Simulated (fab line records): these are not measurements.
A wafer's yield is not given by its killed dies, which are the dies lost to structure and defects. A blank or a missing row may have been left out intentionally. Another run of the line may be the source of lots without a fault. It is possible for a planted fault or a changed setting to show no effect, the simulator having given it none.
fab line records -- flow n5_finfet
record: lots: 9, wafers: 24, last_day: 19
route steps=1938 shown MOL_CONTACT_COAG@532 BEOL_M4@1111 PASSIVATION@1936
lots untouched by any fault: they come from a run of this same line in which no faults occurred
start_h: start of the lot's first displayed wafer, in hours after the record's first day -- wait_h: time in hours since the lot's previous step -- " same as the row above -- L1.1+2: a single row standing in for several wafers -- - no value present, or no start provided -- * or withheld: withheld -- < > ~ a bound
route shown NAME@n: NAME is a module with steps in the file, n the number in the route of the first one -- usual: the fault-free wafers' mean and standard deviation -- same: alike in all rows -- chamber/n: place in a boat -- sites: each site's reading -- _std_site: how widely they spread, as a standard deviation -- _edge_site: the outer-site mean with the inner-site mean subtracted -- radius_mm: for every site, how far away it sits from the centre of the wafer -- mask NAME#n: copy n -- behind: the most recent tool/chamber to have shaped the wafer -- hold: the reason the lot was held/the length of the hold in hours/how it ended -- device: the n, p or np transistor that did not switch -- end of line: the route-end tests of the same wafers -- a step given without rows: its recipe and nothing more -- killed: dies lost to structure and defects at the first sort, not the wafer's yield -- map: per-die view of a wafer (x killed, . not killed, _ where there is no die)
set.NAME: setting as actually run; set.NAME@STEP: the setting as run at that earlier step -- model.NAME: the simulator's own value behind a step, which no gauge read
route steps across a sampled set of lots; one table per step, one row per wafer
services: the hour from which a tool's chamber was out of use, counted from the record's first day as start_h (under 0 if before that day), plus the number of hours and why
== steps ==
step: N5_MOL_CONTACT_COAG_ETCH_106
recipe: chemistry: N2/H2, target: SOC, target_depth_a: 800, overetch_a: 160, mask_material: SiARC, temp_c: 40, time_s: 120, ion_energy_ev: 200, pressure_mtorr: 30, source_w: 840, bias_w: 150, n2_flow_sccm: 200, h2_flow_sccm: 200
usual: drypump_motor_current_A: 5.6/0.55, oes_product_au: 0.71/0.074, rf_vpp_V: 524.7/1.9, showerhead_plenum_p_Torr: 2.57/0.065, throttle_valve_pct: 17.7/0.3
lot.wafer,tool,chamber,start_h,wait_h,drypump_motor_current_A,oes_product_au,rf_hours_counter_h,rf_vpp_V,showerhead_plenum_p_Torr,throttle_valve_pct
L291.4,rie_diel-06,3,117.22,0.0,4.8,0.84,11,522.3,2.50,17.3
L291.5,rie_diel-06,1,117.22,0.0,6.5,0.76,-,525.4,2.60,17.5
L291.6,rie_diel-06,2,117.22,0.0,5.4,0.62,-,525.1,2.60,17.8
L294.2,rie_diel-06,2,128.46,0.0,5.5,0.62,245,526.3,2.60,17.9
L294.3,rie_diel-06,0,128.46,0.0,5.3,0.68,160,526.8,2.63,18.0
L294.5,rie_diel-06,2,128.46,0.0,5.4,0.62,-,525.8,2.60,17.8
L296.3,rie_diel-06,2,142.15,0.0,5.4,0.62,250,525.2,2.59,17.8
L296.4,rie_diel-06,3,142.15,0.0,4.8,0.83,19,522.2,2.49,17.3
L296.5,rie_diel-06,2,142.15,0.0,5.4,0.62,-,526.0,2.59,17.8
L297.1,rie_diel-06,0,150.82,0.0,5.3,0.68,168,526.6,2.63,18.0
L297.4,rie_diel-06,3,150.82,0.0,4.8,0.81,-,523.5,2.49,17.3
L297.6,rie_diel-06,0,150.82,0.0,5.3,0.68,-,526.2,2.63,18.0
L298.1,rie_diel-06,1,160.56,0.0,6.5,0.74,70,524.2,2.60,17.5
L298.4,rie_diel-06,3,160.56,0.0,4.8,0.81,27,522.4,2.49,17.3
L298.6,rie_diel-06,1,160.56,0.0,6.5,0.75,-,523.5,2.60,17.5
L299.1,rie_diel-06,0,163.83,0.0,5.3,0.67,173,526.4,2.63,18.0
L299.3,rie_diel-06,1,163.83,0.0,6.5,0.74,71,524.6,2.60,17.5
L306.5,rie_diel-02,1,205.65,0.0,5.8,0.68,-,525.1,2.56,18.2
L306.6,rie_diel-02,0,205.65,0.0,6.2,0.63,-,527.1,2.62,18.2
L309.1,rie_diel-05,3,219.76,0.0,5.6,0.62,247,526.1,2.60,17.8
L309.3,rie_diel-05,2,219.76,0.0,5.9,0.75,72,522.2,2.46,17.5
L309.5,rie_diel-05,1,219.76,0.0,4.9,0.63,-,523.1,2.53,17.7
L310.4,rie_diel-02,3,226.17,0.0,5.3,0.83,9,523.8,2.59,17.8
L310.5,rie_diel-02,3,226.17,0.0,5.3,0.82,-,525.2,2.59,17.9
step: N5_MOL_CONTACT_COAG_ETCH_110
recipe: chemistry: CF4/O2, target: Si, target_depth_a: 25, time_s: 8, pressure_mtorr: 100, source_w: 200, bias_w: 12, ion_energy_ev: 60, Ar_flow_sccm: 100, cf4_flow_sccm: 100, O2_flow_sccm: 10
usual: cf4_flow_sccm: 99.96/0.3, drypump_motor_current_A: 5.6/0.55, oes_product_au: 0.79/0.089, rf_vpp_V: 126/3.4, showerhead_plenum_p_Torr: 2.24/0.046, throttle_valve_pct: 10.7/0.36
lot.wafer,tool,chamber,start_h,wait_h,cf4_flow_sccm,drypump_motor_current_A,oes_product_au,rf_hours_counter_h,rf_vpp_V,showerhead_plenum_p_Torr,throttle_valve_pct
L291.4,rie_diel-06,3,117.41,0.0,100.00,4.8,0.94,11,131,2.19,10.1
L291.5,rie_diel-06,1,117.41,0.0,100.08,6.5,0.87,-,127,2.24,10.1
L291.6,rie_diel-06,2,117.41,0.0,99.36,5.5,0.69,-,129,2.25,11.1
L294.2,rie_diel-06,2,128.65,0.0,99.88,5.4,0.68,245,129,2.25,11.1
L294.3,rie_diel-06,0,128.65,0.0,99.88,5.3,0.76,160,123,2.31,10.9
L294.5,rie_diel-06,2,128.65,0.0,99.83,5.5,0.68,-,129,2.25,11.1
L296.3,rie_diel-06,2,142.34,0.0,99.81,5.4,0.67,250,129,2.25,11.1
L296.4,rie_diel-06,3,142.34,0.0,100.13,4.8,0.90,19,129,2.18,10.2
L296.5,rie_diel-06,2,142.34,0.0,100.06,5.4,0.68,-,129,2.25,11.1
L297.1,rie_diel-06,0,151.02,0.0,99.87,5.3,0.73,168,123,2.30,11.0
L297.4,rie_diel-06,3,151.02,0.0,99.45,4.8,0.88,-,130,2.18,10.2
L297.6,rie_diel-06,0,151.02,0.0,100.64,5.3,0.73,-,123,2.30,11.0
L298.1,rie_diel-06,1,160.75,0.0,100.45,6.5,0.84,70,126,2.23,10.2
L298.4,rie_diel-06,3,160.75,0.0,99.69,4.8,0.89,27,129,2.18,10.2
L298.6,rie_diel-06,1,160.75,0.0,100.02,6.5,0.84,-,128,2.23,10.2
L299.1,rie_diel-06,0,164.03,0.0,100.05,5.3,0.74,173,124,2.30,11.0
L299.3,rie_diel-06,1,164.03,0.0,99.67,6.4,0.84,71,128,2.23,10.2
L306.5,rie_diel-02,1,205.83,0.0,100.23,5.7,0.76,-,128,2.22,10.9
L306.6,rie_diel-02,0,205.83,0.0,99.50,6.2,0.68,-,131,2.28,11.2
L309.1,rie_diel-05,3,219.96,0.0,99.93,5.6,0.69,247,128,2.28,11.0
L309.3,rie_diel-05,2,219.96,0.0,100.20,5.9,0.82,72,121,2.17,10.5
L309.5,rie_diel-05,1,219.96,0.0,99.75,4.9,0.66,-,127,2.22,10.8
L310.4,rie_diel-02,3,226.37,0.0,100.19,5.3,0.94,10,121,2.28,10.7
L310.5,rie_diel-02,3,226.37,0.0,100.56,5.3,0.95,-,120,2.28,10.7
step: N5_MOL_CONTACT_COAG_ALD_27
recipe: material: SiOC, target_thk_a: 170, temp_c: 400, ald_precursor_family: carbosiloxane, ald_co_reactant: H2-plasma, pulse_time_s: 1.5, time_s: 2720, purge_time_s: 2, co_reactant_purge_time_s: 2, ald_cycles: 340, pressure_torr: 2
usual: heater_power_w: 849/70, precursor_pulse_height_rel: 0.998/0.022
lot.wafer,tool,chamber,start_h,wait_h,heater_power_w,precursor_pulse_height_rel
L291.4,ald_sin-02,2,123.47,0.0,836,0.963
L291.5,ald_sin-02,1,123.47,0.0,841,1.026
L291.6,ald_sin-02,0,123.47,0.0,790,1.015
L294.2,ald_sin-02,1,133.99,0.0,831,0.973
L294.3,ald_sin-02,2,133.99,0.0,867,0.994
L294.5,ald_sin-02,2,133.99,0.0,870,1.018
L296.3,ald_sin-01,2,150.55,0.0,930,0.997
L296.4,ald_sin-01,0,150.55,0.0,777,1.031
L296.5,ald_sin-01,1,150.55,0.0,826,1.021
L297.1,ald_sin-02,2,160.65,0.0,839,1.000
L297.4,ald_sin-02,0,160.65,0.0,799,0.955
L297.6,ald_sin-02,2,160.65,0.0,825,1.004
L298.1,ald_sin-02,2,170.34,0.0,865,1.049
L298.4,ald_sin-02,1,170.34,0.0,841,1.011
L298.6,ald_sin-02,2,170.34,0.0,855,0.982
L299.1,ald_sin-01,3,170.36,0.0,810,1.026
L299.3,ald_sin-01,2,170.36,0.0,895,0.977
L306.5,ald_sin-02,3,213.91,0.8,926,0.980
L306.6,ald_sin-02,1,213.91,0.8,836,0.954
L309.1,ald_sin-01,3,226.76,0.0,814,0.998
L309.3,ald_sin-01,1,226.76,0.0,807,0.998
L309.5,ald_sin-01,0,226.76,0.0,787,1.001
L310.4,ald_sin-02,3,234.88,0.0,962,1.015
L310.5,ald_sin-02,2,234.88,0.0,857,0.974
step: N5_MOL_CONTACT_COAG_CMP_28
recipe: stop_on: SiNx, t_overpolish_s: 0.85, post_cmp_clean: alkaline_brush, down_force_psi: 4.15, platen_rpm: 51.8, pad_velocity_m_s: 1.0307, target_thk_nm: 14.522
usual: edge_zone_pressure_frac: 0.999/0.0049, head_pressure_psi: 4.150/0.0092, motor_current_A: 12.5/0.97, retaining_ring_pressure_frac: 1.000/0.0047, time_to_endpoint_s: 3.3/2.3
lot.wafer,tool,chamber,start_h,wait_h,edge_zone_pressure_frac,head_pressure_psi,motor_current_A,retaining_ring_pressure_frac,time_to_endpoint_s
L291.4,cmp-04,0,125.15,0.9,1.005,4.160,13.2,1.004,3.5
L291.6,cmp-04,1,125.15,0.9,0.993,4.172,13.5,1.002,3.0
L291.5,cmp-04,2,125.15,0.9,0.993,4.136,11.1,0.994,1.6
L294.3,cmp-04,1,135.56,0.8,0.996,4.154,13.6,1.000,6.0
L294.2,cmp-04,0,135.56,0.8,1.012,4.157,13.0,0.997,5.5
L294.5,cmp-04,1,135.56,0.8,1.000,4.166,13.7,0.995,9.2
L296.4,cmp-04,1,152.12,0.8,-,-,-,-,-
L296.3,cmp-04,2,152.12,0.8,-,-,-,-,-
L296.5,cmp-04,2,152.12,0.8,-,-,-,-,-
L297.1,cmp-04,3,162.25,0.8,-,-,-,-,-
L297.4,cmp-04,1,162.25,0.8,-,-,-,-,-
L297.6,cmp-04,2,162.25,0.8,-,-,-,-,-
L298.4,cmp-04,1,171.91,0.8,0.993,4.147,13.4,0.993,7.2
L298.1,cmp-04,3,171.91,0.8,0.998,4.153,11.8,1.000,0.0
L298.6,cmp-04,2,171.91,0.8,1.001,4.162,12.3,1.003,4.8
L299.3,cmp-03,0,172.00,0.9,1.000,4.161,11.7,0.998,0.0
L299.1,cmp-03,1,172.00,0.9,1.006,4.150,13.3,1.003,6.6
L306.6,cmp-03,2,215.32,0.6,0.999,4.132,11.8,1.003,0.9
L306.5,cmp-03,3,215.32,0.6,0.989,4.160,11.1,1.004,3.2
L309.3,cmp-04,0,228.36,0.8,1.001,4.135,13.0,1.006,5.8
L309.1,cmp-04,1,228.36,0.8,0.996,4.158,13.5,0.997,6.3
L309.5,cmp-04,0,228.36,0.8,1.009,4.138,12.4,1.002,4.8
L310.4,cmp-04,2,236.44,0.8,1.001,4.152,11.8,1.005,5.7
L310.5,cmp-04,2,236.44,0.8,0.995,4.140,12.1,0.999,3.6
step: N5_MOL_CONTACT_COAG_ETCH_48
recipe: chemistry: C4F6/O2, target_depth_a: 150, overetch_a: 45, mask_material: SOC, target: SiOC, bias_w: 465, pressure_mtorr: 10, time_s: 17, source_w: 335, Ar_flow_sccm: 300, C4F6_flow_sccm: 10, O2_flow_sccm: 10, ion_energy_ev: 576
usual: drypump_motor_current_A: 5.6/0.53, oes_product_au: 0.63/0.073, rf_vpp_V: 1569/38, showerhead_plenum_p_Torr: 2.86/0.064, throttle_valve_pct: 40.5/0.38
lot.wafer,tool,chamber,start_h,wait_h,drypump_motor_current_A,oes_product_au,rf_hours_counter_h,rf_vpp_V,showerhead_plenum_p_Torr,throttle_valve_pct
L291.4,rie_diel-06,1,128.26,0.0,6.5,0.71,58,1590,2.88,40.4
L291.5,rie_diel-06,0,128.26,0.0,5.3,0.63,-,1538,2.96,40.8
L291.6,rie_diel-06,3,128.26,0.0,4.8,0.82,-,1611,2.78,40.0
L294.2,rie_diel-06,2,139.35,0.0,5.4,0.58,248,1604,2.87,39.6
L294.3,rie_diel-06,0,139.35,0.0,5.3,0.67,163,1539,2.96,40.8
L294.5,rie_diel-06,1,139.35,0.0,6.5,0.76,-,1588,2.88,40.4
L296.3,rie_diel-02,1,155.95,0.0,5.7,1.14,126,1587,2.86,41.1
L296.4,rie_diel-02,3,155.95,0.0,5.3,1.00,242,1519,2.90,40.2
L296.5,rie_diel-02,3,155.95,0.0,5.3,1.01,-,1517,2.90,40.2
L297.1,rie_diel-05,1,165.83,0.0,4.9,1.06,179,1562,2.87,40.5
L297.4,rie_diel-05,2,165.83,0.0,5.9,1.27,51,1509,2.78,40.7
L297.6,rie_diel-05,0,165.83,0.0,6.3,1.18,-,1534,2.76,40.5
L298.1,rie_diel-02,1,175.41,0.0,5.7,0.62,134,1588,2.86,40.9
L298.4,rie_diel-02,2,175.41,0.0,5.1,0.62,194,1569,2.94,41.0
L298.6,rie_diel-02,3,175.41,0.0,5.3,0.55,-,1518,2.89,40.0
L299.1,rie_diel-06,3,175.82,0.0,4.8,0.72,32,1611,2.78,40.0
L299.3,rie_diel-06,2,175.82,0.0,5.4,0.72,-,1607,2.87,40.5
L306.5,rie_diel-05,0,218.28,0.0,6.3,0.69,-,1532,2.75,40.4
L306.6,rie_diel-05,2,218.28,0.0,5.9,0.68,-,1507,2.78,40.5
L309.1,rie_diel-02,2,232.03,0.0,5.1,0.63,213,1570,2.93,41.0
L309.3,rie_diel-02,1,232.03,0.0,5.7,0.64,153,1586,2.85,40.9
L309.5,rie_diel-02,2,232.03,0.0,5.1,0.58,-,1569,2.93,40.9
L310.4,rie_diel-05,1,240.93,0.0,4.9,0.62,-,1560,2.85,40.4
L310.5,rie_diel-05,1,240.93,0.0,4.9,0.64,-,1563,2.85,40.4
step: N5_BEOL_M4_RC_MEAS_101
usual: DIBL_N: 36.5/2.2, DIBL_P: 36.9/2.9, IOFF_N: 0.17/0.044, IOFF_P: 0.22/0.052, ION_N: 671/16, ION_P: 461/10, SS_N: 71.6/0.73, SS_P: 73.5/0.79, VT_N: 250/4.1, VT_P: -250/4.1
lot.wafer,tool,chamber,start_h,wait_h,DIBL_N[mV/V],DIBL_P[mV/V],IOFF_N[nA/um],IOFF_P[nA/um],ION_N[uA/um],ION_P[uA/um],SS_N[mV/dec],SS_P[mV/dec],VT_N[mV],VT_P[mV]
L291.4,prober-02,0,209.55,0.5,35.4,33.8,0.14,0.16,645,443,71.9,72.2,251,-253
L291.5,prober-02,0,209.55,0.5,36.6,36.8,0.15,0.21,653,449,72.1,73.5,252,-249
L291.6,prober-02,0,209.55,0.5,31.5,31.6,0.09,0.14,640,446,70.9,71.8,257,-253
L294.2,prober-01,0,219.46,0.2,37.2,36.5,0.16,0.25,671,462,71.9,73.6,252,-246
L294.3,prober-01,0,219.46,0.2,33.1,31.3,0.11,0.18,648,447,71.2,73.2,255,-248
L294.5,prober-01,0,219.46,0.2,36.8,36.6,0.16,0.24,660,462,71.2,73.8,250,-247
L299.1,prober-02,0,258.56,0.0,33.5,34.2,0.13,0.19,665,461,71.0,72.3,251,-248
L299.3,prober-02,0,258.56,0.0,37.1,38.5,0.20,0.26,674,464,72.0,73.7,246,-246
L298.1,prober-01,0,260.88,0.0,33.4,32.6,0.11,0.14,661,448,70.1,73.1,256,-258
L298.4,prober-01,0,260.88,0.0,38.8,38.4,0.19,0.21,669,446,72.4,73.8,251,-252
L298.6,prober-01,0,260.88,0.0,36.5,35.0,0.14,0.17,657,454,71.5,72.4,254,-255
L306.5,prober-02,0,297.47,0.6,34.6,34.3,0.13,0.16,652,445,71.5,72.7,253,-253
L306.6,prober-02,0,297.47,0.6,36.5,37.3,0.18,0.20,669,453,71.7,73.7,245,-250
L309.1,prober-01,0,317.82,0.0,35.3,35.5,0.14,0.18,666,461,70.9,73.1,250,-252
L309.3,prober-01,0,317.82,0.0,38.1,38.7,0.18,0.23,674,463,71.7,74.3,247,-249
L309.5,prober-01,0,317.82,0.0,37.8,39.4,0.17,0.25,668,461,71.4,74.4,248,-252
L310.4,prober-01,0,340.80,0.5,40.2,42.9,0.23,0.29,669,456,72.3,74.7,248,-247
L310.5,prober-01,0,340.80,0.5,42.3,44.0,0.28,0.33,702,471,73.4,75.0,242,-243
step: N5_PASSIVATION_PROBE_49
usual: defect_limited_yield: 91.3/1.4, killed_at_M0_to_M3: 36/10, killed_at_M4_up: 13/5.4, killed_at_contacts: 12/5.3, killed_at_front_end: 39/10, killed_at_other: 3.2/2.7, killed_dies: 103/16, killed_on_rim: 13/4, killed_open: 68/13, killed_short: 33/6.6, sort_bin_4_leakage: 0.01/0.031, sort_bin_5_function: 5.1/0.92, sort_bin_6_memory: 3.3/0.68, sort_bin_8_speed: 0.1/0.41, sort_n_pass: 1077/17, sort_yield_pct: 91.2/1.4
same: gross_dies: 1180, killed_at_back_side: 0
lot.wafer,tool,chamber,start_h,wait_h,defect_limited_yield[%],killed_at_M0_to_M3,killed_at_M4_up,killed_at_contacts,killed_at_front_end,killed_at_other,killed_dies,killed_on_rim,killed_open,killed_short,sort_bin_4_leakage[%],sort_bin_5_function[%],sort_bin_6_memory[%],sort_bin_8_speed[%],sort_n_pass,sort_yield_pct[%]
L296.3,prober-02,-,345.52,0.1,0,27,11,1094,43,5,1180,152,61,28,0,96.1,3.2,0,0,0
L296.4,prober-02,-,345.57,0.2,0,40,8,1092,38,2,1180,152,57,47,0,95.8,3.9,0,0,0
L296.5,prober-02,-,345.62,0.2,0,40,11,1097,30,2,1180,152,63,25,0,96.4,3.4,0,0,0
L297.1,prober-01,-,351.59,0.0,0,51,16,1084,29,0,1180,152,71,41,0,96.4,3.6,0,0,0
L297.4,prober-01,-,351.74,0.2,0,49,23,1082,21,5,1180,152,85,31,0,95.8,3.8,0,0,0
L297.6,prober-01,-,351.84,0.3,0,43,12,1082,39,4,1180,152,71,36,0,95.8,3.9,0,0,0
L298.1,prober-02,-,380.80,0.0,90.8,50,18,5,33,3,109,11,61,46,0,5.1,3.8,0,1071,90.8
L298.4,prober-02,-,380.95,0.2,92.7,32,8,7,28,11,86,8,61,24,0,3.8,3.1,0,1094,92.7
L298.6,prober-02,-,381.05,0.3,92.6,26,16,2,32,11,87,14,54,31,0,4.2,2.9,0.1,1092,92.5
L306.5,prober-02,-,412.34,0.2,90.8,30,10,16,48,4,108,18,70,38,0,5.0,3.6,0,1072,90.8
L306.6,prober-02,-,412.39,0.3,90.0,34,19,12,48,5,118,17,83,35,0,5.5,4.2,0,1062,90.0
killed by level:class
L296.3 MOL_CONTACT_COAG:area_cmp=1089 STI_FIN_REVEAL:geometric_particle:open=25 BEOL_M0_SAQP:geometric_particle:short=10 BEOL_M4:geometric_particle:open=8 BEOL_M0_SAQP:geometric_particle:open=5 DUMMY_GATE:geometric_particle:open=3 GATE_CUT:geometric_particle:short=3 MOL_CONTACT_COAG:geometric_particle:open=3
L296.4 MOL_CONTACT_COAG:area_cmp=1075 BEOL_M0_SAQP:geometric_particle:short=17 MOL_CONTACT_COAG:geometric_particle:open=15 STI_FIN_REVEAL:geometric_particle:open=14 STI_FIN_REVEAL:geometric_particle:short=6 BEOL_M1:geometric_particle:open=6 BEOL_M0_SAQP:geometric_particle:open=5 BEOL_M1:geometric_particle:short=4
L296.5 MOL_CONTACT_COAG:area_cmp=1091 STI_FIN_REVEAL:geometric_particle:open=18 BEOL_M0_SAQP:geometric_particle:short=12 BEOL_M3:geometric_particle:open=9 MOL_CONTACT_COAG:geometric_particle:open=6 BEOL_M2:geometric_particle:open=6 BEOL_M4:geometric_particle:open=6 BEOL_M0_SAQP:geometric_particle:open=5
L297.1 MOL_CONTACT_COAG:area_cmp=1068 MOL_CONTACT_COAG:geometric_particle:open=14 FIN_SAQP:geometric_particle:short=11 BEOL_M3:geometric_particle:open=11 BEOL_M0_SAQP:geometric_particle:short=11 BEOL_M2:geometric_particle:open=9 BEOL_M1:geometric_particle:open=8 STI_FIN_REVEAL:geometric_particle:open=6
L297.4 MOL_CONTACT_COAG:area_cmp=1060 MOL_CONTACT_COAG:geometric_particle:open=16 BEOL_M0_SAQP:geometric_particle:open=10 BEOL_M4:geometric_particle:open=9 BEOL_M2:geometric_particle:open=8 BEOL_M0:geometric_particle:open=7 BEOL_M3:geometric_particle:open=7 MOL_CONTACT_COAG:geometric_particle:short=6
L297.6 MOL_CONTACT_COAG:area_cmp=1073 BEOL_M2:geometric_particle:open=13 FIN_SAQP:geometric_particle:open=11 BEOL_M0_SAQP:geometric_particle:short=9 MOL_CONTACT_COAG:geometric_particle:open=7 BEOL_M4:geometric_particle:open=7 BEOL_M0_SAQP:geometric_particle:open=5 FIN_SAQP:geometric_particle:short=4
L298.1 BEOL_M0_SAQP:geometric_particle:short=18 BEOL_M0_SAQP:geometric_particle:open=12 BEOL_M1:geometric_particle:open=8 STI_FIN_REVEAL:geometric_particle:open=8 BEOL_M4:geometric_particle:open=7 BEOL_M3:geometric_particle:open=6 STARTING-WAFER:geometric_particle:short=5 FIN_SAQP:geometric_particle:open=4
L298.4 BEOL_M1:geometric_particle:open=11 STI_FIN_REVEAL:geometric_particle:open=10 BEOL_M2:geometric_particle:open=7 FIN_SAQP:geometric_particle:short=6 MOL_CONTACT_COAG:geometric_particle:open=6 BEOL_M0_SAQP:geometric_particle:short=5 BEOL_M3:geometric_particle:open=5 FIN_SAQP:geometric_particle:open=4
L298.6 BEOL_M0_SAQP:geometric_particle:open=13 STI_FIN_REVEAL:geometric_particle:open=9 FIN_SAQP:geometric_particle:open=6 BEOL_M0_SAQP:geometric_particle:short=6 FIN_SAQP:geometric_particle:short=5 BEOL_M4:geometric_particle:open=5 BEOL_M3:geometric_particle:open=3 BEOL_M7:geometric_particle:open=3
L306.5 STI_FIN_REVEAL:geometric_particle:open=14 MOL_CONTACT_COAG:geometric_particle:open=14 BEOL_M1:geometric_particle:open=8 FIN_SAQP:geometric_particle:short=7 FIN_SAQP:geometric_particle:open=6 BEOL_M0_SAQP:geometric_particle:short=6 BEOL_M0_SAQP:geometric_particle:open=5 ILD0:geometric_particle:short=4
L306.6 STI_FIN_REVEAL:geometric_particle:open=14 FIN_SAQP:geometric_particle:short=12 MOL_CONTACT_COAG:geometric_particle:open=12 FIN_SAQP:geometric_particle:open=11 BEOL_M4:geometric_particle:open=11 BEOL_M0_SAQP:geometric_particle:open=7 BEOL_M1:geometric_particle:open=7 BEOL_M0_SAQP:geometric_particle:short=5
== services ==
tool,chamber,start_h,hours,kind
ald_sin-02,0,99.49,-,clean
ald_sin-02,1,99.49,-,clean
ald_sin-02,2,99.49,-,clean
ald_sin-01,-,112.61,0.8,repair
rie_diel-05,1,121.32,1.8,repair
rie_diel-06,2,144.60,-,clean
rie_diel-06,2,144.60,-,consumable_replace:focus_ring
rie_diel-06,2,144.60,14.3,scheduled_down
rie_diel-06,2,144.60,14.3,vent_cycle
cmp-03,-,151.95,0.4,repair
rie_diel-06,1,173.12,2.4,repair
rie_diel-06,0,174.16,8.3,repair
ald_sin-01,-,177.04,14.0,pm
rie_diel-02,3,177.94,-,clean
rie_diel-02,3,177.94,-,consumable_replace:focus_ring
rie_diel-02,3,177.94,17.6,scheduled_down
rie_diel-02,3,177.94,17.6,vent_cycle
ald_sin-02,-,191.13,14.6,pm
cmp-03,-,194.07,0.9,repair
ald_sin-02,0,210.93,13.8,repair
rie_diel-05,3,211.18,8.2,repair
cmp-04,-,214.50,2.1,repair
rie_diel-05,1,231.51,7.3,repair
cmp-03,-,240.10,2.5,repair
== key ==
first_sign: step: N5_MOL_CONTACT_COAG_CMP_28, reading: tool_record, direction: missing
effect: step: N5_MOL_CONTACT_COAG_ETCH_48, reading: oes_product_au, direction: up, sigmas: 6.5, usual: 0.63, struck: 1.11
effect: step: N5_PASSIVATION_PROBE_49, reading: killed_at_contacts, direction: up, sigmas: 99+, usual: 12, struck: 1088
more_kills_born_at: N5_MOL_CONTACT_COAG_CMP_28@cmp-04: 6453
met_at N5_MOL_CONTACT_COAG_CMP_28
struck_lots L296,L297
later_rows_left_out L296.3,L296.4,L296.5,L297.1,L297.4,L297.6
not_acting_at N5_MOL_CONTACT_COAG_ETCH_106,N5_MOL_CONTACT_COAG_ETCH_110,N5_MOL_CONTACT_COAG_ALD_27
onset_between 135.56 152.12
fault: kind: skipped_step_whole, tool: cmp-04, chamber: -, onset_h: 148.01, steps: N5_MOL_CONTACT_COAG_CMP_28, scope: struck_lots_only
later_rows_left_out: the simulator's readings of these wafers behind a module that went badly wrong aren't trusted and aren't shown, but for the sort
